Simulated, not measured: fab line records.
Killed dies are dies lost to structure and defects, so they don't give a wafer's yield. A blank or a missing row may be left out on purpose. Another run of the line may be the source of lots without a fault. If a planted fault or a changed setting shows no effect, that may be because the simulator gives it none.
fab line records	flow n5_finfet
record: lots: 7	wafers: 21
route steps=1938 shown ZERO_LAYER@16 PMOS_HMC_CHANNEL_EPI@63 FIN_CUT@155 DUMMY_GATE@215 SD_EPI_P@296 HKMG_FIN@386
start_h: hours from the record's first day to the start of the lot's first wafer shown	wait_h: hours since the lot's step before	" the same as in the row above	L1.1+2: several wafers, shown together as one row	- value missing, or start not given	* or withheld: withheld	< > ~ a bound
route shown NAME@n: names a module that has steps shown in the file, with the first one's number in the route	usual: average and standard deviation across the fault-free wafers	same: alike in all rows	chamber/n: place in a boat	sites: readings site by site	_std_site: their standard deviation	_edge_site: inner sites' mean taken away from outer sites' mean	radius_mm: how far each site lies from the wafer's centre	mask NAME#n: copy n	behind: the last tool/chamber to shape the wafer	hold: the reason the lot was held/the length of the hold in hours/how it ended	device: the n, p or np transistor that did not switch	end of line: at the end of the route, the tests of the same wafers	a step without rows: its recipe alone	killed: count of dies lost to structure and defects at first sort (not the wafer's yield)	map: the dies of a wafer, with x for killed, . for not killed, _ for no die there
set.NAME: setting as actually run; set.NAME@STEP: the setting as run at that earlier step	model.NAME: the simulator's own value behind a step, which no gauge read
lots whose settings were changed on purpose; a table a step, a row a wafer
== steps ==
step: N5_ZERO_LAYER_ETCH_18
recipe: chemistry: HBr/Cl2	target: Si	target_depth_a: 1200	time_s: 40	pressure_mtorr: 10	icp_w: 800	bias_w: 75	HBr_flow_sccm: 150	Cl2_flow_sccm: 80
lot.wafer	tool	chamber	start_h	wait_h	set.icp_w	model.ZERO_LAYER.feature_depth_nm	model.etch.depth_nm
L074.2	rie_si-04	3	12.87	0.1	800	119.1	119.1
L074.4	"	0	"	"	875.3	128.2	128.2
L074.5	"	0	"	"	800	123.2	123.2
L079.1	rie_si-03	0	42.92	0.0	800	115.1	115.1
L079.2	"	1	"	"	870.2	122.8	122.8
L079.6	"	0	"	"	800	115.7	115.7
L086.2	rie_si-03	3	84.80	0.1	668	109.2	109.2
L086.5	"	0	"	"	800	114.1	114.1
L086.6	"	1	"	"	800	117	117
L087.1	rie_si-03	1	90.82	0.0	755.5	114.3	114.3
L087.3	"	0	"	"	755.5	111.2	111.2
L087.4	"	3	"	"	800	121.4	121.4
L088.2	rie_si-03	1	97.52	0.0	800	117.3	117.3
L088.4	"	0	"	"	800	114	114
L088.6	"	1	"	"	800	118.1	118.1
L089.1	rie_si-03	3	102.79	0.0	688.6	112.7	112.7
L089.3	"	1	"	"	688.6	109.2	109.2
L089.5	"	1	"	"	800	116.5	116.5
L090.3	rie_si-04	0	109.01	0.0	932.7	133.8	133.8
L090.5	"	2	"	"	932.7	133.3	133.3
L090.6	"	1	"	"	800	120.9	120.9
step: N5_PMOS_HMC_CHANNEL_EPI_PEB_07
recipe: peb_temp_c: 110	peb_time_s: 60	resist: CAR-ArF-block
lot.wafer	tool	chamber	start_h	wait_h	set.peb_temp_c
L074.2+4+5	litho_track-04	0	17.03	0.0	110
L079.1+2+6	litho_track-04	0	50.54	0.1	110
L086.2+5	litho_track-03	0	88.85	0.0	110
L086.6	"	0	"	"	108.7
L087.1	litho_track-04	0	96.67	0.1	110
L087.3+4	"	0	"	"	108.2
L088.2+4+6	litho_track-01	0	101.61	0.0	110
L089.1+5	litho_track-04	0	107.04	0.1	110
L089.3	"	0	"	"	108.4
L090.3	litho_track-01	0	113.08	0.0	113.6
L090.5+6	"	0	"	"	110
step: N5_PMOS_HMC_CHANNEL_EPI_DEVELOP_08
recipe: develop_time_s: 30	developer: TMAH	resist: CAR-ArF-block	dev_temp_c: 23	rinse_liquid: diw	dry: air_spin
lot.wafer	tool	chamber	start_h	wait_h	set.develop_time_s
L074.2	litho_track-04	0	-	-	30
L074.4+5	"	0	"	"	26.46
L079.1+2+6	litho_track-04	0	-	-	30
L086.2	litho_track-03	0	-	-	30
L086.5+6	"	0	"	"	24.19
L087.1+3+4	litho_track-04	0	-	-	30
L088.2+4+6	litho_track-01	0	-	-	30
L089.1+3	litho_track-04	0	-	-	30
L089.5	"	0	"	"	33.48
L090.3+5+6	litho_track-01	0	-	-	30
step: N5_PMOS_HMC_CHANNEL_EPI_CD_MEAS_09
recipe: target_cd_nm: 237.4	landing_energy_ev: 500	detector: se_inlens
usual: cd_nm: 237.3/1
lot.wafer	tool	chamber	start_h	wait_h	set.peb_temp_c@PMOS_HMC_CHANNEL_EPI_PEB_07	cd_nm
L074.2	cd_sem-03	0	17.10	-	110	236.7
L074.4	"	0	"	"	110	236.5
L074.5	"	0	"	"	110	237.7
L079.1	cd_sem-03	0	50.61	-	110	237.6
L079.2	"	0	"	"	110	239.0
L079.6	"	0	"	"	110	237.5
L086.2	cd_sem-03	0	88.92	-	110	238.4
L086.5	"	0	"	"	110	237.0
L086.6	"	0	"	"	108.7	234.0
L087.1	cd_sem-02	0	96.74	-	110	237.8
L087.3	"	0	"	"	108.2	232.9
L087.4	"	0	"	"	108.2	232.6
L088.2	cd_sem-02	0	101.68	-	110	236.7
L088.4	"	0	"	"	110	238.2
L088.6	"	0	"	"	110	236.4
L089.1	cd_sem-02	0	107.11	-	110	237.7
L089.3	"	0	"	"	108.4	232.3
L089.5	"	0	"	"	110	236.9
L090.3	cd_sem-02	0	113.14	-	113.6	246.3
L090.5	"	0	"	"	110	236.8
L090.6	"	0	"	"	110	236.3
step: N5_PMOS_HMC_CHANNEL_EPI_DESCUM_14
recipe: chemistry: O2	time_s: 7.9	source_power_w: 50	bias_power_w: 20	pressure_mtorr: 20	rf_frequency_hz: 2.712e+07	temp_c: 40	resist: CAR-ArF-block	o2_flow_sccm: 225
lot.wafer	tool	chamber	start_h	wait_h	set.peb_temp_c@PMOS_HMC_CHANNEL_EPI_PEB_07	model.PMOS_HMC_CHANNEL_EPI.cd_nm
L074.2	rie_diel-05	0	17.62	0.5	110	236.7
L074.4	"	3	"	"	110	236.2
L074.5	"	0	"	"	110	237.4
L079.1	rie_diel-03	0	50.70	0.0	110	237.7
L079.2	"	2	"	"	110	238.9
L079.6	"	3	"	"	110	237.9
L086.2	rie_diel-05	1	89.00	0.0	110	237.9
L086.5	"	0	"	"	110	236.5
L086.6	"	1	"	"	108.7	233.7
L087.1	rie_diel-02	3	97.50	0.7	110	237.8
L087.3	"	1	"	"	108.2	232.8
L087.4	"	3	"	"	108.2	232.1
L088.2	rie_diel-02	2	101.77	0.0	110	236.6
L088.4	"	0	"	"	110	238.2
L088.6	"	1	"	"	110	236.4
L089.1	rie_diel-02	0	107.20	0.0	110	237.6
L089.3	"	3	"	"	108.4	232.4
L089.5	"	2	"	"	110	236.9
L090.3	rie_diel-03	2	113.23	0.0	113.6	246.4
L090.5	"	0	"	"	110	236.8
L090.6	"	2	"	"	110	236.3
step: N5_PMOS_HMC_CHANNEL_EPI_ETCH_32
recipe: chemistry: N2/H2	target: BARC	stop_on: SiO2	target_depth_a: 858	over_etch_frac: 0.3	time_s: 50.3	ion_energy_ev: 200	mask_material: CAR-ArF-block	pressure_mtorr: 30	source_w: 840	bias_w: 150	n2_flow_sccm: 200	h2_flow_sccm: 200
lot.wafer	tool	chamber	start_h	wait_h	set.peb_temp_c@PMOS_HMC_CHANNEL_EPI_PEB_07	model.PMOS_HMC_CHANNEL_EPI.cd_nm
L074.2	rie_diel-05	0	17.65	0.0	110	238.9
L074.4	"	3	"	"	110	238.2
L074.5	"	0	"	"	110	240.5
L079.1	rie_diel-03	0	50.73	0.0	110	242.1
L079.2	"	2	"	"	110	241.2
L079.6	"	3	"	"	110	240.5
L086.2	rie_diel-05	1	89.04	0.0	110	240.3
L086.5	"	0	"	"	110	239.2
L086.6	"	1	"	"	108.7	236.5
L087.1	rie_diel-02	3	97.54	0.0	110	240.2
L087.3	"	1	"	"	108.2	236.2
L087.4	"	3	"	"	108.2	234.3
L088.2	rie_diel-02	2	101.80	0.0	110	238.5
L088.4	"	0	"	"	110	240.4
L088.6	"	1	"	"	110	239.6
L089.1	rie_diel-02	0	107.24	0.0	110	240
L089.3	"	3	"	"	108.4	234.5
L089.5	"	2	"	"	110	238.6
L090.3	rie_diel-03	2	113.26	0.0	113.6	248.7
L090.5	"	0	"	"	110	240
L090.6	"	2	"	"	110	238.9
step: N5_FIN_CUT_COAT_19
recipe: resist: SiARC	temp_c: 220	time_s: 60	spin_rpm: 1500	resist_thk_nm: 20
lot.wafer	tool	chamber	start_h	wait_h	set.spin_rpm	model.SiARC_of_FIN_CUT_COAT_19.thk_nm
L074.2	litho_track-04	0	-	-	1372	21
L074.4+5	"	0	"	"	1500	20
L079.1+2+6	litho_track-04	0	-	-	1500	20
L086.2	litho_track-03	0	-	-	1548	19.6
L086.5	"	0	"	"	1500	20
L086.6	"	0	"	"	1548	19.8
L087.1	litho_track-04	0	-	-	1500	20
L087.3+4	"	0	"	"	1558	19.6
L088.2+6	litho_track-03	0	-	-	1500	20
L088.4	"	0	"	"	1500	19.8
L089.1	litho_track-02	0	-	-	1500	20
L089.3+5	"	0	"	"	1336	21.2
L090.3+5+6	litho_track-04	0	-	-	1500	20
step: N5_FIN_CUT_COAT_29
recipe: resist: underlayer	temp_c: 205	time_s: 60	spin_rpm: 1500	resist_thk_nm: 10
step: N5_FIN_CUT_COAT_02
recipe: resist: CAR-EUV	spin_rpm: 1500	resist_thk_nm: 30
step: N5_FIN_CUT_DESCUM_13
recipe: chemistry: O2	time_s: 7	source_power_w: 50	bias_power_w: 20	pressure_mtorr: 20	rf_frequency_hz: 2.712e+07	temp_c: 40	resist: CAR-EUV	o2_flow_sccm: 225
step: N5_FIN_CUT_ETCH_30
recipe: chemistry: N2/H2	target: underlayer	target_depth_a: 130	mask_material: CAR-EUV	time_s: 10.4	ion_energy_ev: 200	pressure_mtorr: 30	source_w: 840	bias_w: 150	n2_flow_sccm: 200	h2_flow_sccm: 200	ends: cleared
step: N5_FIN_CUT_ETCH_20
recipe: chemistry: CF4	target: SiARC	target_depth_a: 260	mask_material: CAR-EUV	time_s: 43.3	ion_energy_ev: 80	pressure_mtorr: 40	source_w: 545	bias_w: 36	Ar_flow_sccm: 100	cf4_flow_sccm: 100	ends: cleared
lot.wafer	tool	chamber	start_h	wait_h	set.spin_rpm@FIN_CUT_COAT_19	model.etch.depth_nm
L074.2	rie_diel-05	2	28.11	0.0	1372	20.9
L074.4	"	0	"	"	1500	19.97
L074.5	"	3	"	"	1500	19.99
L079.1	rie_diel-05	0	61.73	0.0	1500	19.91
L079.2	"	1	"	"	1500	19.98
L079.6	"	0	"	"	1500	20
L086.2	rie_diel-02	1	100.26	0.0	1548	19.68
L086.5	"	1	"	"	1500	20.01
L086.6	"	0	"	"	1548	19.72
L087.1	rie_diel-03	3	106.83	0.0	1500	19.99
L087.3+4	"	1,2	"	"	1558	19.6
L088.2	rie_diel-05	0	111.67	0.0	1500	19.91
L088.4	"	2	"	"	1500	19.88
L088.6	"	2	"	"	1500	19.92
L089.1	rie_diel-02	0	116.20	0.0	1500	19.99
L089.3	"	2	"	"	1336	21.17
L089.5	"	1	"	"	1336	21.15
L090.3	rie_diel-02	0	123.20	0.0	1500	20.05
L090.5	"	2	"	"	1500	20.1
L090.6	"	1	"	"	1500	20.06
step: N5_DUMMY_GATE_CVD_03
recipe: material: a-Si	target_thk_a: 1500	temp_c: 530	precursor: SiH4	time_s: 8042
lot.wafer	tool	chamber	start_h	wait_h	set.temp_c	model.a-Si_of_DUMMY_GATE_CVD_03.thk_nm
L074.2	-	-	-	0.9	552	272.8
L074.4	"	-	"	"	552	273.4
L074.5	"	-	"	"	552	272.6
L079.1	-	-	-	0.1	530	149
L079.2	"	-	"	"	530	148.2
L079.6	"	-	"	"	530	149.6
L086.2	-	-	-	0.1	530	149.4
L086.5+6	"	-	"	"	530	149.8
L087.1	-	-	-	0.1	530	149.4
L087.3	"	-	"	"	530	151.4
L087.4	"	-	"	"	530	150.6
L088.2	lpcvd-01	0/70	121.85	0.1	530	151.8
L088.4	"	0/79	"	"	530	151.6
L088.6	"	0/89	"	"	530	152.4
L089.1	-	-	-	0.1	530	147
L089.3	"	-	"	"	530	147.6
L089.5	"	-	"	"	530	147.2
L090.3	-	-	-	0.1	536.8	180.6
L090.5	"	-	"	"	536.8	180.4
L090.6	"	-	"	"	536.8	180.2
step: N5_DUMMY_GATE_COAT_28
recipe: resist: underlayer	temp_c: 205	time_s: 60	spin_rpm: 1500	resist_thk_nm: 10
lot.wafer	tool	chamber	start_h	wait_h	set.spin_rpm	model.underlayer_of_DUMMY_GATE_COAT_28.thk_nm
L074.2+4	litho_track-01	0	-	-	1500	10
L074.5	"	0	"	"	1553	9.8
L079.1+2+6	litho_track-04	0	-	-	1500	10
L086.2+5+6	litho_track-01	0	-	-	1500	10
L087.1+3	litho_track-05	0	-	-	1500	10
L087.4	"	0	"	"	1665	9.6
L088.2+4+6	litho_track-01	0	-	-	1500	10
L089.1+3	litho_track-01	0	-	-	1500	10
L089.5	"	0	"	"	1361	10.4
L090.3+6	litho_track-04	0	-	-	1355	10.6
L090.5	"	0	"	"	1500	10
step: N5_DUMMY_GATE_COAT_09
recipe: resist: CAR-EUV	spin_rpm: 1500	resist_thk_nm: 30
lot.wafer	tool	chamber	start_h	wait_h	set.spin_rpm	model.CAR-EUV_of_DUMMY_GATE_COAT_09.thk_nm
L074.2+4+5	litho_track-01	0	-	-	1500	30
L079.1+2+6	litho_track-04	0	-	-	1500	30
L086.2+6	litho_track-01	0	-	-	1500	30
L086.5	"	0	"	"	1415	31
L087.1	litho_track-05	0	-	-	1573	29.2
L087.3	"	0	"	"	1573	29.4
L087.4	"	0	"	"	1500	30
L088.2	litho_track-01	0	-	-	1500	30
L088.4+6	"	0	"	"	1500	30.2
L089.1+5	litho_track-01	0	-	-	1500	30.2
L089.3	"	0	"	"	1500	30
L090.3	litho_track-04	0	-	-	1571	29.2
L090.5	"	0	"	"	1500	30
L090.6	"	0	"	"	1571	29.4
step: N5_DUMMY_GATE_EBR_11
recipe: solvent: PGMEA	ebr_width_mm: 1.5
step: N5_DUMMY_GATE_SOFTBAKE_10
recipe: temp_c: 110	time_s: 60	resist: CAR-EUV
step: N5_DUMMY_GATE_EXPOSE_12
recipe: mask_id: GATE	na: 0.33	source_shape: annular	sigma_inner: 0.2	sigma_outer: 0.6	polarization: unpolarized	target_cd_nm: 25	dose_mj: 34
step: N5_DUMMY_GATE_PEB_13
recipe: peb_temp_c: 100	peb_time_s: 60	resist: CAR-EUV
step: N5_DUMMY_GATE_DEVELOP_14
recipe: develop_time_s: 30	developer: TMAH	resist: CAR-EUV	rinse_liquid: surfactant_rinse	dry: air_spin	dev_temp_c: 23
lot.wafer	tool	chamber	start_h	wait_h	set.spin_rpm@DUMMY_GATE_COAT_09	model.CAR-EUV_of_DUMMY_GATE_COAT_09.thk_nm
L074.2	litho_track-04	0	-	-	1500	29.4
L074.4+5	"	0	"	"	1500	29.6
L079.1	litho_track-05	0	-	-	1500	29.6
L079.2+6	"	0	"	"	1500	29.4
L086.2	litho_track-01	0	-	-	1500	29.4
L086.5	"	0	"	"	1415	30.4
L086.6	"	0	"	"	1500	29.6
L087.1+3	litho_track-05	0	-	-	1573	28.8
L087.4	"	0	"	"	1500	29.4
L088.2+4+6	litho_track-05	0	-	-	1500	29.6
L089.1+3+5	litho_track-05	0	-	-	1500	29.6
L090.3+6	litho_track-04	0	-	-	1571	28.8
L090.5	"	0	"	"	1500	29.6
step: N5_SD_EPI_P_COAT_35
recipe: resist: SiARC	temp_c: 220	time_s: 60	spin_rpm: 1500	resist_thk_nm: 35
lot.wafer	tool	chamber	start_h	wait_h	set.spin_rpm	model.SiARC_of_SD_EPI_P_COAT_35.thk_nm
L074.2+4+5	litho_track-04	0	-	-	1500	35
L079.1	litho_track-01	0	-	-	1383	36.6
L079.2	"	0	"	"	1383	36.2
L079.6	"	0	"	"	1500	35
L086.2	litho_track-01	0	-	-	1500	34.8
L086.5	"	0	"	"	1500	35
L086.6	"	0	"	"	1581	34.2
L087.1	litho_track-01	0	-	-	1604	34
L087.3	"	0	"	"	1500	35.2
L087.4	"	0	"	"	1604	33.8
L088.2+4+6	litho_track-03	0	-	-	1500	35
L089.1	litho_track-03	0	-	-	1359	36.8
L089.3	"	0	"	"	1359	37
L089.5	"	0	"	"	1500	35
L090.3+5+6	litho_track-03	0	-	-	1500	35
step: N5_SD_EPI_P_PEB_07
recipe: peb_temp_c: 110	peb_time_s: 60	resist: CAR-ArF-block
lot.wafer	tool	chamber	start_h	wait_h	set.peb_time_s
L074.2+4+5	litho_track-03	0	56.24	0.0	60
L079.1+2	litho_track-04	0	87.67	0.1	64.2
L079.6	"	0	"	"	60
L086.2+5+6	litho_track-01	0	126.13	0.0	60
L087.1+4	litho_track-01	0	132.69	0.1	54.86
L087.3	"	0	"	"	60
L088.2+4+6	litho_track-01	0	137.55	0.0	60
L089.1	litho_track-03	0	142.09	0.1	60
L089.3+5	"	0	"	"	71.98
L090.3+5+6	litho_track-03	0	148.95	0.0	60
step: N5_SD_EPI_P_DEVELOP_08
recipe: develop_time_s: 30	developer: TMAH	resist: CAR-ArF-block	dev_temp_c: 23	rinse_liquid: diw	dry: air_spin
step: N5_SD_EPI_P_CD_MEAS_09
recipe: target_cd_nm: 240	landing_energy_ev: 500	detector: se_inlens
usual: cd_nm: 240.2/0.8
lot.wafer	tool	chamber	start_h	wait_h	set.peb_time_s@SD_EPI_P_PEB_07	cd_nm
L074.2	cd_sem-01	0	56.31	-	60	238.5
L074.4	"	0	"	"	60	238.8
L074.5	"	0	"	"	60	239.5
L079.1	cd_sem-02	0	87.73	-	64.2	241.7
L079.2	"	0	"	"	64.2	242.2
L079.6	"	0	"	"	60	239.6
L086.2	cd_sem-02	0	126.19	-	60	240.0
L086.5	"	0	"	"	60	238.8
L086.6	"	0	"	"	60	239.8
L087.1	cd_sem-03	0	132.75	-	54.86	236.6
L087.3	"	0	"	"	60	240.6
L087.4	"	0	"	"	54.86	237.4
L088.2	cd_sem-01	0	137.62	-	60	240.3
L088.4	"	0	"	"	60	239.9
L088.6	"	0	"	"	60	239.3
L089.1	cd_sem-03	0	142.16	-	60	242.1
L089.3	"	0	"	"	71.98	245.2
L089.5	"	0	"	"	71.98	246.2
L090.3	cd_sem-03	0	149.02	-	60	241.0
L090.5	"	0	"	"	60	240.6
L090.6	"	0	"	"	60	241.5
step: N5_SD_EPI_P_DESCUM_14
recipe: chemistry: O2	time_s: 7.9	source_power_w: 50	bias_power_w: 20	pressure_mtorr: 20	rf_frequency_hz: 2.712e+07	temp_c: 40	resist: CAR-ArF-block	o2_flow_sccm: 225
lot.wafer	tool	chamber	start_h	wait_h	set.peb_time_s@SD_EPI_P_PEB_07	model.SD_EPI_P.cd_nm
L074.2	rie_diel-02	3	56.40	0.0	60	238.4
L074.4	"	0	"	"	60	239
L074.5	"	0	"	"	60	239.4
L079.1	rie_diel-05	1	87.94	0.2	64.2	241.8
L079.2	"	2	"	"	64.2	242.6
L079.6	"	1	"	"	60	239
L086.2	rie_diel-05	0	126.28	0.0	60	240
L086.5	"	0	"	"	60	238.8
L086.6	"	3	"	"	60	239.6
L087.1	rie_diel-05	0	132.94	0.1	54.86	236
L087.3	"	2	"	"	60	240.4
L087.4	"	1	"	"	54.86	237.2
L088.2	rie_diel-05	2	137.71	0.0	60	240.2
L088.4	"	1	"	"	60	240
L088.6	"	2	"	"	60	239.6
L089.1	rie_diel-05	0	142.77	0.6	60	241.6
L089.3	"	1	"	"	71.98	245.4
L089.5	"	1	"	"	71.98	246.6
L090.3	rie_diel-02	2	149.36	0.3	60	240.8
L090.5	"	1	"	"	60	240.2
L090.6	"	2	"	"	60	241.2
step: N5_SD_EPI_P_ETCH_36
recipe: chemistry: CF4	target: SiARC	target_depth_a: 455	mask_material: CAR-ArF-block	time_s: 75.8	ion_energy_ev: 80	pressure_mtorr: 40	source_w: 545	bias_w: 36	Ar_flow_sccm: 100	cf4_flow_sccm: 100	ends: cleared
lot.wafer	tool	chamber	start_h	wait_h	set.spin_rpm@SD_EPI_P_COAT_35	model.etch.depth_nm	model.CAR-ArF-block_of_SD_EPI_P_COAT_03.thk_nm
L074.2+5	rie_diel-02	3,0	56.43	0.0	1500	35.02	111.2
L074.4	"	0	"	"	1500	34.92	110.8
L079.1	rie_diel-05	1	87.98	0.0	1383	36.5	109.2
L079.2	"	2	"	"	1383	36.28	109.2
L079.6	"	1	"	"	1500	34.96	111
L086.2	rie_diel-05	0	126.31	0.0	1500	34.84	111.2
L086.5	"	0	"	"	1500	34.97	110.6
L086.6	"	3	"	"	1581	34.13	111.2
L087.1	rie_diel-05	0	132.98	0.0	1604	34.05	112.2
L087.3	"	2	"	"	1500	35.11	111
L087.4	"	1	"	"	1604	33.89	112.2
L088.2	rie_diel-05	2	137.74	0.0	1500	35	111.4
L088.4	"	1	"	"	1500	34.92	111.4
L088.6	"	2	"	"	1500	34.95	111
L089.1	rie_diel-05	0	142.80	0.0	1359	36.87	109.8
L089.3	"	1	"	"	1359	36.98	110.4
L089.5	"	1	"	"	1500	35.01	111.8
L090.3	rie_diel-02	2	149.39	0.0	1500	34.99	112.2
L090.5	"	1	"	"	1500	35.1	111.8
L090.6	"	2	"	"	1500	35.01	111.4
step: N5_HKMG_FIN_HK_ALD_01
recipe: material: HfO2	target_thk_a: 16	temp_c: withheld	ald_precursor_family: HfCl4	ald_co_reactant: H2O	pulse_time_s: 3	purge_time_s: 3	co_reactant_purge_time_s: 2.5	co_reactant_pulse_time_s: 0.3	ald_cycles: 30
lot.wafer	tool	chamber	start_h	wait_h	set.ald_cycles
L074.2+4+5	ald_hk-03	1,3,0	74.12	0.0	30
L079.1+2+6	ald_hk-01	1,3,2	105.07	0.0	30
L086.2	ald_hk-03	1	142.63	0.0	27
L086.5+6	"	0,1	"	"	30
L087.1+3	ald_hk-03	1,3	149.00	0.0	33
L087.4	"	0	"	"	30
L088.2+4+6	ald_hk-01	0,2,0	153.60	0.0	30
L089.1+3	ald_hk-01	3,0	159.47	0.0	32
L089.5	"	2	"	"	30
L090.3+6	ald_hk-01	1,3	165.42	0.0	30
L090.5	"	0	"	"	25
== key ==
split: step: N5_ZERO_LAYER_ETCH_18	setting: icp_w	stated: 800	by: wafer
response: step: N5_ZERO_LAYER_ETCH_18	reading: model.ZERO_LAYER.feature_depth_nm	change: +0.608	per: 1%	r: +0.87
response: step: N5_ZERO_LAYER_ETCH_18	reading: model.etch.depth_nm	change: +0.608	per: 1%	r: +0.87
split: step: N5_PMOS_HMC_CHANNEL_EPI_PEB_07	setting: peb_temp_c	stated: 110	by: wafer
response: step: N5_PMOS_HMC_CHANNEL_EPI_CD_MEAS_09	reading: cd_nm	change: +3.06	per: 1%	r: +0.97
response: step: N5_PMOS_HMC_CHANNEL_EPI_DESCUM_14	reading: model.PMOS_HMC_CHANNEL_EPI.cd_nm	change: +3.08	per: 1%	r: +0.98
response: step: N5_PMOS_HMC_CHANNEL_EPI_ETCH_32	reading: model.PMOS_HMC_CHANNEL_EPI.cd_nm	change: +2.91	per: 1%	r: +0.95
split: step: N5_PMOS_HMC_CHANNEL_EPI_DEVELOP_08	setting: develop_time_s	stated: 30	by: wafer
response none clear
split: step: N5_FIN_CUT_COAT_19	setting: spin_rpm	stated: 1500	by: wafer
response: step: N5_FIN_CUT_COAT_19	reading: model.SiARC_of_FIN_CUT_COAT_19.thk_nm	change: -0.111	per: 1%	r: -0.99
response: step: N5_FIN_CUT_ETCH_20	reading: model.etch.depth_nm	change: -0.106	per: 1%	r: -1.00
split: step: N5_DUMMY_GATE_CVD_03	setting: temp_c	stated: 530	by: lot
response: step: N5_DUMMY_GATE_CVD_03	reading: model.a-Si_of_DUMMY_GATE_CVD_03.thk_nm	change: +29.4	per: 1%	r: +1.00
split: step: N5_DUMMY_GATE_COAT_28	setting: spin_rpm	stated: 1500	by: wafer
response: step: N5_DUMMY_GATE_COAT_28	reading: model.underlayer_of_DUMMY_GATE_COAT_28.thk_nm	change: -0.0467	per: 1%	r: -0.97
split: step: N5_DUMMY_GATE_COAT_09	setting: spin_rpm	stated: 1500	by: wafer
response: step: N5_DUMMY_GATE_COAT_09	reading: model.CAR-EUV_of_DUMMY_GATE_COAT_09.thk_nm	change: -0.158	per: 1%	r: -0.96
response: step: N5_DUMMY_GATE_DEVELOP_14	reading: model.CAR-EUV_of_DUMMY_GATE_COAT_09.thk_nm	change: -0.151	per: 1%	r: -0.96
split: step: N5_SD_EPI_P_COAT_35	setting: spin_rpm	stated: 1500	by: wafer
response: step: N5_SD_EPI_P_COAT_35	reading: model.SiARC_of_SD_EPI_P_COAT_35.thk_nm	change: -0.184	per: 1%	r: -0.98
response: step: N5_SD_EPI_P_ETCH_36	reading: model.etch.depth_nm	change: -0.182	per: 1%	r: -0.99
response: step: N5_SD_EPI_P_ETCH_36	reading: model.CAR-ArF-block_of_SD_EPI_P_COAT_03.thk_nm	change: +0.176	per: 1%	r: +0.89
split: step: N5_SD_EPI_P_PEB_07	setting: peb_time_s	stated: 60	by: wafer
response: step: N5_SD_EPI_P_CD_MEAS_09	reading: cd_nm	change: +0.23	per: 1%	r: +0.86
response: step: N5_SD_EPI_P_DESCUM_14	reading: model.SD_EPI_P.cd_nm	change: +0.274	per: 1%	r: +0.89
split: step: N5_HKMG_FIN_HK_ALD_01	setting: ald_cycles	stated: 30	by: wafer
response none in this file
